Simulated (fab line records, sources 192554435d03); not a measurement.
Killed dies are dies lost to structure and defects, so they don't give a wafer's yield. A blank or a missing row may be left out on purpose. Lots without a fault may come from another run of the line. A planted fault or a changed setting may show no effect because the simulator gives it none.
fab line records | flow n5_finfet
record lots=24 wafers=72 last_day=17
route steps=1938 shown SD_EPI_N@270 SDB@358 DUMMY_REMOVAL@378 HKMG_FIN@398
lots that met no fault: from a run of the same line without faults
start_h: hours from the record's first day to the start of the lot's first wafer shown | wait_h: hours since the lot's step before | " the same as in the row above | L1.1+2: a row that stands for several wafers | - no value, or no start given | * or withheld: withheld | < > ~ a bound
route shown NAME@n: a module of which the file shows steps, and the number in the route of the first | usual: mean/standard deviation of fault-free wafers | same: alike in all rows | chamber/n: place in a boat | sites: the reading at each site | _std_site: their standard deviation | _edge_site: outer sites' mean less inner sites' | radius_mm: how far each site lies from the wafer's centre | mask NAME#n: copy n | behind: the tool/chamber that last shaped the wafer | hold: why the lot was held/for how many hours/how that ended | device: the transistor (n, p or np) that didn't switch | end of line: the same wafers' tests at the end of the route | a step without rows: its recipe alone | killed: dies lost to structure and defects at the first sort, not the wafer's yield | map: a wafer's dies, x killed, . not, _ none there
set.NAME: the setting as run; set.NAME@STEP: as run at that earlier step | model.NAME: the simulator's own value behind a step, which no gauge read
steps of the route over a sample of lots; a table a step, a row a wafer
services: from which hour (start_h, from the record's first day; less than 0 if before it) a tool's chamber was out of use, for how many hours, and why
## steps
# step N5_SD_EPI_N_CD_MEAS_09
# recipe target_cd_nm=120 landing_energy_ev=500 detector=se_inlens
# usual cd_nm=120.4/0.91
# columns lot.wafer tool chamber start_h wait_h cd_nm
L074.2 cd_sem-02 0 49.84 - 118.9
L074.3 " 0 " " 119.5
L074.4 " 0 " " 119.4
L075.4 cd_sem-01 0 54.72 - 119.4
L075.5 " 0 " " 119.5
L075.6 " 0 " " 119.8
L076.2 cd_sem-01 0 61.92 - 121.3
L076.3 " 0 " " 119.7
L076.6 " 0 " " 120.0
L077.3 cd_sem-03 0 67.60 - 120.2
L077.5 " 0 " " 120.3
L077.6 " 0 " " 119.9
L078.2 cd_sem-03 0 75.17 - 120.9
L078.3 " 0 " " 121.4
L078.4 " 0 " " 121.1
L079.1 cd_sem-02 0 79.75 - 121.6
L079.2 " 0 " " 119.4
L079.6 " 0 " " 120.9
L080.1 cd_sem-03 0 83.97 - 118.7
L080.3 " 0 " " 119.5
L080.4 " 0 " " 119.7
L081.1 cd_sem-03 0 92.75 - 120.7
L081.3 " 0 " " 121.1
L081.6 " 0 " " 119.8
L082.1 cd_sem-01 0 97.33 - 119.0
L082.3 " 0 " " 119.4
L082.4 " 0 " " 119.9
L083.1 cd_sem-03 0 101.96 - 121.1
L083.4 " 0 " " 121.1
L083.5 " 0 " " 120.0
L084.2 cd_sem-01 0 108.48 - 120.4
L084.3 " 0 " " 121.3
L084.6 " 0 " " 120.4
L085.2 cd_sem-02 0 115.23 - 121.0
L085.4 " 0 " " 120.0
L085.5 " 0 " " 120.9
L086.2 cd_sem-01 0 120.58 - 120.5
L086.3 " 0 " " 120.3
L086.6 " 0 " " 120.0
L087.3 cd_sem-03 0 127.13 - 120.4
L087.5 " 0 " " 120.3
L087.6 " 0 " " 120.2
L088.1 cd_sem-01 0 130.95 - 120.1
L088.5 " 0 " " 120.1
L088.6 " 0 " " 119.7
L089.1 cd_sem-02 0 138.08 - 121.0
L089.2 " 0 " " 121.5
L089.3 " 0 " " 121.0
L090.1 cd_sem-02 0 146.22 - 119.4
L090.3 " 0 " " 120.4
L090.5 " 0 " " 120.7
L091.2 cd_sem-01 0 149.63 - 121.0
L091.5 " 0 " " 121.7
L091.6 " 0 " " 119.7
L092.1 cd_sem-02 0 155.87 - 120.0
L092.2 " 0 " " 120.3
L092.4 " 0 " " 121.1
L093.2 cd_sem-01 0 160.76 - 119.5
L093.3 " 0 " " 121.8
L093.4 " 0 " " 120.6
L094.3 cd_sem-03 0 169.98 - 121.3
L094.4 " 0 " " 121.7
L094.6 " 0 " " 122.9
L095.2 cd_sem-03 0 176.32 - 119.8
L095.5 " 0 " " 119.7
L095.6 " 0 " " 119.0
L096.4 cd_sem-01 0 180.60 - 120.6
L096.5 " 0 " " 120.6
L096.6 " 0 " " 121.3
L097.2 cd_sem-01 0 191.36 - 121.3
L097.4 " 0 " " 120.8
L097.6 " 0 " " 121.2
# step N5_SDB_INSPECT_13
# recipe mode=adi inspect_instrument=brightfield
# usual raw_defect_count=69/27
# columns lot.wafer tool chamber start_h wait_h raw_defect_count
L074.2 defect_inspect-01 - 68.84 0.0 69
L074.3 " - " " 71
L074.4 " - " " 53
L075.4 defect_inspect-02 - 71.92 0.0 32
L075.5 " - " " 45
L075.6 " - " " 37
L076.2 defect_inspect-02 - 78.84 0.0 74
L076.3 " - " " 56
L076.6 " - " " 54
L077.3 defect_inspect-02 - 83.78 0.0 78
L077.5 " - " " 75
L077.6 " - " " 92
L078.2 defect_inspect-01 - 92.83 0.0 61
L078.3 " - " " 84
L078.4 " - " " 90
L079.1 defect_inspect-01 - 98.16 0.0 59
L079.2 " - " " 72
L079.6 " - " " 78
L080.1 defect_inspect-01 - 101.28 0.0 93
L080.3 " - " " 80
L080.4 " - " " 57
L081.1 defect_inspect-01 - 109.62 0.0 117
L081.3 " - " " 121
L081.6 " - " " 71
L082.1 defect_inspect-02 - 113.57 0.0 68
L082.3 " - " " 59
L082.4 " - " " 83
L083.1 defect_inspect-01 - 118.16 0.0 60
L083.4 " - " " 72
L083.5 " - " " 45
L084.2 defect_inspect-02 - 124.61 0.0 71
L084.3 " - " " 56
L084.6 " - " " 33
L085.2 defect_inspect-01 - 133.20 0.0 48
L085.4 " - " " 64
L085.5 " - " " 79
L086.2 defect_inspect-02 - 136.62 0.0 83
L086.3 " - " " 142
L086.6 " - " " 74
L087.3 defect_inspect-01 - 143.64 0.0 66
L087.5 " - " " 50
L087.6 " - " " 24
L088.1 defect_inspect-01 - 149.02 0.0 98
L088.5 " - " " 79
L088.6 " - " " 86
L089.1 defect_inspect-02 - 154.39 0.0 36
L089.2 " - " " 40
L089.3 " - " " 18
L090.1 defect_inspect-01 - 163.93 0.0 129
L090.3 " - " " 83
L090.5 " - " " 119
L091.2 defect_inspect-01 - 165.66 0.0 131
L091.5 " - " " 113
L091.6 " - " " 62
L092.1 defect_inspect-01 - 172.69 0.0 123
L092.2 " - " " 50
L092.4 " - " " 48
L093.2 defect_inspect-02 - 177.75 0.0 56
L093.3 " - " " 55
L093.4 " - " " 54
L094.3 defect_inspect-01 - 188.98 0.0 48
L094.4 " - " " 51
L094.6 " - " " 45
L095.2 defect_inspect-02 - 192.54 0.0 60
L095.5 " - " " 50
L095.6 " - " " 41
L096.4 defect_inspect-01 - 199.36 0.0 27
L096.5 " - " " 56
L096.6 " - " " 72
L097.2 defect_inspect-01 - 207.95 0.0 66
L097.4 " - " " 49
L097.6 " - " " 12
# step N5_SDB_STRIP_22
# recipe chemistry=N2/H2 power_w=1000 temp_c=250 h2_frac=0.65 overash_fraction=0.3 pressure_mtorr=withheld n2_flow_sccm=1750 h2_flow_sccm=3250
# usual drypump_motor_current_A=6.0/0.61 heater_power_w=384/31 n2_flow_sccm=1751/5.2 oes_product_au=0.714/0.0041 strip_time_to_endpoint_s=96.2/0.48
# columns lot.wafer tool chamber start_h wait_h drypump_motor_current_A heater_power_w n2_flow_sccm oes_product_au rf_hours_counter_h strip_time_to_endpoint_s
L074.2 plasma_asher-01 1 69.50 0.1 6.3 389 1745 0.717 34 95.9
L074.3 " 0 " " 5.0 409 1761 0.717 - 95.6
L074.4 " 1 " " 6.3 387 1750 0.712 - 97.4
L075.4 plasma_asher-02 1 72.30 0.1 5.9 323 1750 0.713 - 96.0
L075.5 " 1 " " 5.9 334 1752 0.716 - 96.6
L075.6 " 0 " " 6.7 400 1759 0.713 - 96.3
L076.2 plasma_asher-01 0 79.18 0.1 5.1 400 1755 0.717 37 96.1
L076.3 " 0 " " 5.1 411 1759 0.715 - 95.6
L076.6 " 0 " " 5.1 395 1752 0.712 - 95.5
L077.3 plasma_asher-01 1 84.27 0.1 6.4 388 1748 0.708 - 96.4
L077.5 " 1 " " 6.3 394 1741 0.715 - 95.9
L077.6 " 0 " " 5.1 405 1746 0.712 - 96.5
L078.2 plasma_asher-01 0 93.17 0.1 5.1 415 1754 0.709 39 97.1
L078.3 " 1 " " 6.4 391 1745 0.713 - 96.4
L078.4 " 0 " " 5.1 406 1755 0.712 - 96.3
L079.1 plasma_asher-01 0 98.63 0.1 5.1 417 1745 0.717 40 96.3
L079.2 " 1 " " 6.4 378 1747 0.719 40 97.4
L079.6 " 0 " " 5.1 402 1751 0.717 - 97.6
L080.1 plasma_asher-02 0 101.64 0.1 6.7 401 1744 0.721 91 95.7
L080.3 " 0 " " 6.7 402 1750 0.721 - 96.7
L080.4 " 1 " " 5.9 338 1747 0.706 - 96.8
L081.1 plasma_asher-02 0 109.96 0.1 6.7 409 1749 0.712 93 96.6
L081.3 " 1 " " 5.9 343 1743 0.723 - 95.8
L081.6 " 0 " " 6.7 416 1755 0.720 - 96.0
L082.1 plasma_asher-02 1 113.91 0.1 5.9 332 1756 0.708 94 96.3
L082.3 " 0 " " 6.7 404 1751 0.720 - 96.0
L082.4 " 1 " " 5.9 339 1747 0.710 - 96.6
L083.1 plasma_asher-02 1 118.50 0.1 5.9 323 1745 0.716 94 96.2
L083.4 " 1 " " 5.9 324 1747 0.706 - 96.6
L083.5 " 0 " " 6.7 404 1752 0.715 - 96.0
L084.2 plasma_asher-01 0 124.95 0.1 5.1 406 1748 0.715 46 94.9
L084.3 " 0 " " 5.1 419 1749 0.715 - 95.4
L084.6 " 1 " " 6.3 384 1747 0.707 - 95.8
L085.2 plasma_asher-01 1 133.70 0.1 6.4 395 1756 0.719 48 96.2
L085.4 " 1 " " 6.4 399 1758 0.713 - 96.4
L085.5 " 1 " " 6.3 396 1755 0.714 - 96.6
L086.2 plasma_asher-02 1 136.96 0.1 5.9 331 1744 0.720 99 95.8
L086.3 " 0 " " 6.7 408 1748 0.717 - 96.2
L086.6 " 0 " " 6.7 403 1754 0.717 - 96.0
L087.3 plasma_asher-02 0 144.20 0.1 6.8 401 1750 0.712 - 96.7
L087.5 " 1 " " 5.9 331 1756 0.718 - 95.9
L087.6 " 0 " " 6.7 403 1745 0.716 - 96.5
L088.1 plasma_asher-01 1 149.37 0.1 6.3 388 1748 0.710 51 96.5
L088.5 " 1 " " 6.3 394 1745 0.717 - 96.2
L088.6 " 0 " " 5.1 409 1754 0.711 - 96.1
L089.1 plasma_asher-02 0 154.74 0.1 6.7 410 1752 0.716 101 97.8
L089.2 " 1 " " 5.9 326 1743 0.710 101 96.2
L089.3 " 1 " " 5.9 332 1748 0.710 - 96.1
L090.1 plasma_asher-02 0 164.27 0.1 6.7 396 1755 0.709 103 96.2
L090.3 " 0 " " 6.7 407 1754 0.710 - 96.3
L090.5 " 0 " " 6.8 402 1757 0.717 - 96.9
L091.2 plasma_asher-01 1 166.00 0.1 6.4 389 1755 0.713 55 95.7
L091.5 " 0 " " 5.1 414 1751 0.719 - 96.2
L091.6 " 1 " " 6.3 390 1753 0.708 - 95.5
L092.1 plasma_asher-02 1 173.05 0.1 5.9 333 1744 0.709 105 95.9
L092.2 " 0 " " 6.7 403 1748 0.716 105 96.5
L092.4 " 1 " " 5.9 325 1753 0.714 - 96.0
L093.2 plasma_asher-01 1 178.09 0.1 6.3 399 1756 0.718 57 96.1
L093.3 " 0 " " 5.1 402 1753 0.720 - 97.3
L093.4 " 1 " " 6.3 381 1749 0.712 - 96.4
L094.3 plasma_asher-02 1 189.61 0.1 5.9 325 1745 0.713 - 96.0
L094.4 " 0 " " 6.8 409 1754 0.712 - 96.7
L094.6 " 0 " " 6.7 410 1748 0.712 - 96.9
L095.2 plasma_asher-01 1 192.88 0.1 6.3 387 1755 0.714 60 96.5
L095.5 " 0 " " 5.2 419 1752 0.708 - 96.4
L095.6 " 1 " " 6.3 392 1755 0.710 - 96.2
L096.4 plasma_asher-01 1 200.18 0.1 6.3 385 1754 0.714 - 96.6
L096.5 " 0 " " 5.1 402 1746 0.716 - 96.0
L096.6 " 1 " " 6.3 389 1752 0.715 - 96.5
L097.2 plasma_asher-02 0 208.29 0.1 6.7 405 1747 0.703 112 96.4
L097.4 " 1 " " 5.9 330 1749 0.722 - 96.0
L097.6 " 1 " " 5.9 337 1746 0.718 - 96.3
# step N5_SDB_INSPECT_36
# recipe inspect_instrument=darkfield mode=post_cmp
# usual raw_defect_count=34/15
# columns lot.wafer tool chamber start_h wait_h raw_defect_count
L074.2 defect_inspect-01 - 73.32 0.0 14
L074.3 " - " " 30
L074.4 " - " " 18
L075.4 defect_inspect-02 - 75.85 0.0 55
L075.5 " - " " 21
L075.6 " - " " 35
L076.2 defect_inspect-01 - 82.72 0.0 18
L076.3 " - " " 14
L076.6 " - " " 15
L077.3 defect_inspect-01 - 88.12 0.0 20
L077.5 " - " " 25
L077.6 " - " " 29
L078.2 defect_inspect-02 - 96.71 0.0 40
L078.3 " - " " 33
L078.4 " - " " 54
L079.1 defect_inspect-01 - 102.58 0.0 22
L079.2 " - " " 25
L079.6 " - " " 43
L080.1 defect_inspect-01 - 105.18 0.0 43
L080.3 " - " " 29
L080.4 " - " " 21
L081.1 defect_inspect-01 - 113.57 0.0 27
L081.3 " - " " 19
L081.6 " - " " 55
L082.1 defect_inspect-02 - 117.45 0.0 23
L082.3 " - " " 40
L082.4 " - " " 16
L083.1 defect_inspect-01 - 122.47 0.0 33
L083.4 " - " " 57
L083.5 " - " " 42
L084.2 defect_inspect-01 - 128.49 0.0 42
L084.3 " - " " 75
L084.6 " - " " 83
L085.2 defect_inspect-02 - 138.10 0.0 25
L085.4 " - " " 31
L085.5 " - " " 24
L086.2 defect_inspect-02 - 140.64 0.0 22
L086.3 " - " " 28
L086.6 " - " " 38
L087.3 defect_inspect-01 - 147.73 0.0 38
L087.5 " - " " 18
L087.6 " - " " 20
L088.1 defect_inspect-01 - 152.90 0.0 35
L088.5 " - " " 33
L088.6 " - " " 45
L089.1 defect_inspect-01 - 159.01 0.0 27
L089.2 " - " " 35
L089.3 " - " " 24
L090.1 defect_inspect-02 - 168.04 0.0 54
L090.3 " - " " 39
L090.5 " - " " 38
L091.2 defect_inspect-02 - 170.42 0.0 49
L091.5 " - " " 25
L091.6 " - " " 38
L092.1 defect_inspect-01 - 176.59 0.0 25
L092.2 " - " " 31
L092.4 " - " " 39
L093.2 defect_inspect-02 - 181.63 0.0 28
L093.3 " - " " 56
L093.4 " - " " 42
L094.3 defect_inspect-01 - 193.20 0.0 27
L094.4 " - " " 45
L094.6 " - " " 17
L095.2 defect_inspect-02 - 196.42 0.0 51
L095.5 " - " " 68
L095.6 " - " " 52
L096.4 defect_inspect-02 - 203.91 0.0 16
L096.5 " - " " 17
L096.6 " - " " 56
L097.2 defect_inspect-02 - 212.02 0.0 26
L097.4 " - " " 42
L097.6 " - " " 27
# step N5_DUMMY_REMOVAL_STRIP_10
# recipe chemistry=N2/H2 time_s=40 power_w=100 temp_c=40 pressure_mtorr=100 rf_frequency_hz=6e+07 bias_power_w=3 n2_flow_sccm=300 h2_flow_sccm=300
# usual drypump_motor_current_A=5.5/0.56 n2_flow_sccm=300.0/0.88 oes_product_au=0.78/0.088 rf_vpp_V=45.1/0.92 showerhead_plenum_p_Torr=3.36/0.13 throttle_valve_pct=12.25/0.28
# columns lot.wafer tool chamber start_h wait_h drypump_motor_current_A n2_flow_sccm oes_product_au rf_hours_counter_h rf_vpp_V showerhead_plenum_p_Torr throttle_valve_pct
L074.2 rie_diel-06 2 73.39 0.0 4.7 299.0 0.72 198 44.0 3.35 12.50
L074.3 " 3 " " 4.8 299.9 0.90 56 45.3 3.41 12.06
L074.4 " 2 " " 4.7 299.7 0.71 - 45.0 3.35 12.49
L075.4 rie_diel-03 2 75.95 0.0 5.3 299.4 0.95 - 43.8 3.31 12.03
L075.5 " 0 " " 6.0 300.9 0.70 - 45.5 3.51 12.19
L075.6 " 3 " " 6.5 298.9 0.73 - 44.9 3.21 12.18
L076.2 rie_diel-03 0 82.79 0.0 6.0 299.3 0.71 184 44.5 3.50 12.21
L076.3 " 2 " " 5.3 300.6 0.94 12 45.8 3.31 12.04
L076.6 " 2 " " 5.3 300.3 0.94 - 44.5 3.31 12.03
L077.3 rie_diel-03 3 88.18 0.0 6.5 300.2 0.73 206 43.3 3.21 12.18
L077.5 " 2 " " 5.3 300.5 0.93 - 45.0 3.31 12.04
L077.6 " 0 " " 6.0 300.1 0.70 - 47.8 3.50 12.20
L078.2 rie_diel-03 0 96.78 0.0 6.0 299.8 0.69 190 46.6 3.50 12.23
L078.3 " 3 " " 6.4 301.4 0.72 209 44.5 3.21 12.20
L078.4 " 2 " " 5.3 299.5 0.92 19 44.8 3.31 12.07
L079.1 rie_diel-02 2 102.65 0.0 5.6 300.1 0.87 50 45.9 3.27 12.01
L079.2 " 0 " " 5.7 300.5 0.76 117 44.5 3.16 12.53
L079.6 " 1 " " 5.5 298.8 0.72 - 44.3 3.33 12.54
L080.1 rie_diel-02 2 105.31 0.0 5.7 300.1 0.88 51 43.9 3.27 12.02
L080.3 " 3 " " 6.0 300.2 0.68 233 45.3 3.49 12.35
L080.4 " 1 " " 5.5 301.7 0.73 207 44.8 3.33 12.58
L081.1 rie_diel-06 2 113.85 0.0 4.8 300.4 0.71 206 45.5 3.35 12.52
L081.3 " 3 " " 4.7 300.6 0.87 71 46.0 3.40 12.12
L081.6 " 1 " " 5.4 301.8 0.81 - 43.9 3.52 11.83
L082.1 rie_diel-03 2 117.52 0.0 5.3 299.0 0.90 24 45.0 3.30 12.06
L082.3 " 1 " " 5.0 300.4 0.95 8 45.7 3.60 11.84
L082.4 " 3 " " 6.5 299.5 0.71 - 44.9 3.20 12.20
L083.1 rie_diel-03 3 122.54 0.0 6.4 300.6 0.71 216 44.6 3.20 12.21
L083.4 " 2 " " 5.3 299.1 0.91 - 44.5 3.30 12.07
L083.5 " 1 " " 5.0 300.1 0.93 - 46.4 3.60 11.83
L084.2 rie_diel-02 1 128.56 0.0 5.4 299.7 0.72 214 45.0 3.32 12.58
L084.3 " 2 " " 5.7 300.2 0.86 59 44.0 3.27 12.04
L084.6 " 0 " " 5.7 300.7 0.75 - 43.9 3.15 12.55
L085.2 rie_diel-02 3 138.32 0.0 6.0 298.3 0.68 243 45.0 3.48 12.38
L085.4 " 0 " " 5.7 299.5 0.76 128 46.4 3.15 12.58
L085.5 " 0 " " 5.7 298.9 0.77 - 45.1 3.15 12.59
L086.2 rie_diel-02 3 140.71 0.0 6.0 301.8 0.68 244 46.1 3.48 12.38
L086.3 " 0 " " 5.7 300.5 0.76 129 45.2 3.15 12.59
L086.6 " 1 " " 5.5 299.7 0.72 - 44.2 3.32 12.59
L087.3 rie_diel-02 3 147.84 0.0 6.0 299.3 0.67 247 45.3 3.48 12.39
L087.5 " 3 " " 6.0 296.8 0.67 - 46.7 3.48 12.39
L087.6 " 0 " " 5.8 298.6 0.75 - 44.0 3.15 12.58
L088.1 rie_diel-06 2 153.21 0.0 4.7 299.9 0.70 220 46.0 3.34 12.55
L088.5 " 1 " " 5.4 299.8 0.81 - 45.9 3.51 11.86
L088.6 " 0 " " 6.3 300.3 0.73 - 44.3 3.23 12.75
L089.1 rie_diel-03 2 159.08 0.0 5.3 301.2 0.89 36 44.0 3.30 12.09
L089.2 " 0 " " 6.0 300.2 0.67 205 45.3 3.49 12.27
L089.3 " 1 " " 5.0 300.1 0.92 20 45.0 3.60 11.87
L090.1 rie_diel-06 1 168.11 0.0 5.4 300.0 0.80 95 45.3 3.51 11.89
L090.3 " 2 " " 4.7 300.1 0.70 225 44.7 3.34 12.57
L090.5 " 1 " " 5.4 299.4 0.79 - 45.7 3.51 11.88
L091.2 rie_diel-06 3 170.49 0.0 4.7 299.8 0.85 91 44.1 3.39 12.16
L091.5 " 3 " " 4.7 300.0 0.84 - 45.1 3.39 12.15
L091.6 " 2 " " 4.7 301.2 0.69 - 43.4 3.34 12.56
L092.1 rie_diel-03 1 176.66 0.0 5.1 299.5 0.90 25 43.8 3.59 11.89
L092.2 " 3 " " 6.5 300.5 0.70 230 44.9 3.20 12.24
L092.4 " 3 " " 6.5 300.4 0.71 - 44.0 3.20 12.26
L093.2 rie_diel-03 3 181.70 0.0 6.5 301.5 0.70 232 44.0 3.20 12.25
L093.3 " 2 " " 5.3 299.6 0.87 44 44.5 3.29 12.12
L093.4 " 1 " " 5.1 299.3 0.90 - 46.5 3.59 11.89
L094.3 rie_diel-06 2 193.33 0.0 4.8 299.9 0.70 231 44.9 3.33 12.57
L094.4 " 0 " " 6.3 300.3 0.71 223 43.7 3.23 12.77
L094.6 " 2 " " 4.7 298.9 0.70 - 44.8 3.33 12.59
L095.2 rie_diel-06 0 196.49 0.0 6.2 299.3 0.71 224 45.4 3.23 12.78
L095.5 " 1 " " 5.4 298.5 0.79 - 45.3 3.51 11.91
L095.6 " 2 " " 4.7 302.2 0.69 - 45.3 3.33 12.58
L096.4 rie_diel-06 0 204.30 0.0 6.2 298.2 0.71 227 43.8 3.22 12.80
L096.5 " 1 " " 5.4 299.6 0.78 - 46.7 3.50 11.88
L096.6 " 0 " " 6.2 299.2 0.71 - 44.5 3.22 12.79
L097.2 rie_diel-06 3 212.09 0.0 4.8 300.0 0.83 101 45.0 3.39 12.20
L097.4 " 1 " " 5.4 299.8 0.79 107 45.5 3.50 11.91
L097.6 " 3 " " 4.8 299.4 0.83 - 44.2 3.39 12.19
# step N5_HKMG_FIN_CD_MEAS_49
# recipe target_cd_nm=202 landing_energy_ev=500 detector=se_inlens polarity=opening
# usual cd_nm=202.6/0.79
# columns lot.wafer tool chamber start_h wait_h cd_nm
L074.2 cd_sem-02 0 74.85 - 202.8
L074.3 " 0 " " 202.1
L074.4 " 0 " " 203.3
L075.4 cd_sem-01 0 77.38 - 201.5
L075.5 " 0 " " 201.4
L075.6 " 0 " " 201.5
L076.2 cd_sem-03 0 84.25 - 204.1
L076.3 " 0 " " 203.2
L076.6 " 0 " " 203.1
L077.3 cd_sem-03 0 89.68 - 202.4
L077.5 " 0 " " 202.7
L077.6 " 0 " " 202.6
L078.2 cd_sem-03 0 98.60 - 202.0
L078.3 " 0 " " 202.2
L078.4 " 0 " " 202.0
L079.1 cd_sem-01 0 104.21 - 204.4
L079.2 " 0 " " 203.4
L079.6 " 0 " " 203.0
L080.1 cd_sem-01 0 106.72 - 202.9
L080.3 " 0 " " 203.0
L080.4 " 0 " " 203.2
L081.1 cd_sem-01 0 115.21 - 202.8
L081.3 " 0 " " 203.3
L081.6 " 0 " " 203.4
L082.1 cd_sem-01 0 118.86 - 202.2
L082.3 " 0 " " 202.9
L082.4 " 0 " " 202.8
L083.1 cd_sem-03 0 123.89 - 203.1
L083.4 " 0 " " 203.1
L083.5 " 0 " " 203.1
L084.2 cd_sem-03 0 130.22 - 202.3
L084.3 " 0 " " 203.1
L084.6 " 0 " " 203.3
L085.2 cd_sem-02 0 139.78 - 202.8
L085.4 " 0 " " 202.2
L085.5 " 0 " " 203.8
L086.2 cd_sem-03 0 142.42 - 202.2
L086.3 " 0 " " 201.4
L086.6 " 0 " " 202.9
L087.3 cd_sem-03 0 149.51 - 202.6
L087.5 " 0 " " 201.6
L087.6 " 0 " " 202.3
L088.1 cd_sem-01 0 154.89 - 202.9
L088.5 " 0 " " 203.1
L088.6 " 0 " " 202.0
L089.1 cd_sem-03 0 160.63 - 201.4
L089.2 " 0 " " 202.2
L089.3 " 0 " " 203.2
L090.1 cd_sem-03 0 169.58 - 201.0
L090.3 " 0 " " 202.3
L090.5 " 0 " " 201.8
L091.2 cd_sem-03 0 171.96 - 202.7
L091.5 " 0 " " 203.0
L091.6 " 0 " " 201.6
L092.1 cd_sem-03 0 178.12 - 202.3
L092.2 " 0 " " 203.3
L092.4 " 0 " " 202.2
L093.2 cd_sem-02 0 183.16 - 202.7
L093.3 " 0 " " 203.2
L093.4 " 0 " " 202.9
L094.3 cd_sem-01 0 194.82 - 201.4
L094.4 " 0 " " 202.4
L094.6 " 0 " " 202.1
L095.2 cd_sem-01 0 197.98 - 203.8
L095.5 " 0 " " 204.1
L095.6 " 0 " " 202.7
L096.4 cd_sem-03 0 206.15 - 203.1
L096.5 " 0 " " 204.0
L096.6 " 0 " " 203.2
L097.2 cd_sem-02 0 213.86 - 202.9
L097.4 " 0 " " 200.9
L097.6 " 0 " " 202.7
## services
# columns tool chamber start_h hours kind
rie_diel-03 - 48.55 2.8 pm
rie_diel-03 - 51.49 0.5 repair
rie_diel-03 1 68.41 - clean
rie_diel-03 1 68.41 - consumable_replace:focus_ring
rie_diel-03 1 68.41 - consumable_replace:showerhead
rie_diel-03 1 68.41 23.2 scheduled_down
rie_diel-03 1 68.41 23.2 vent_cycle
rie_diel-06 1 70.09 4.3 repair
rie_diel-06 - 98.98 0.4 repair
rie_diel-03 0 115.96 8.9 repair
plasma_asher-02 - 149.07 2.7 pm
rie_diel-02 3 159.07 - clean
rie_diel-02 3 159.07 - consumable_replace:focus_ring
rie_diel-02 3 159.07 16.3 scheduled_down
rie_diel-02 3 159.07 16.3 vent_cycle
rie_diel-06 0 163.38 9.6 repair
## key
fault none
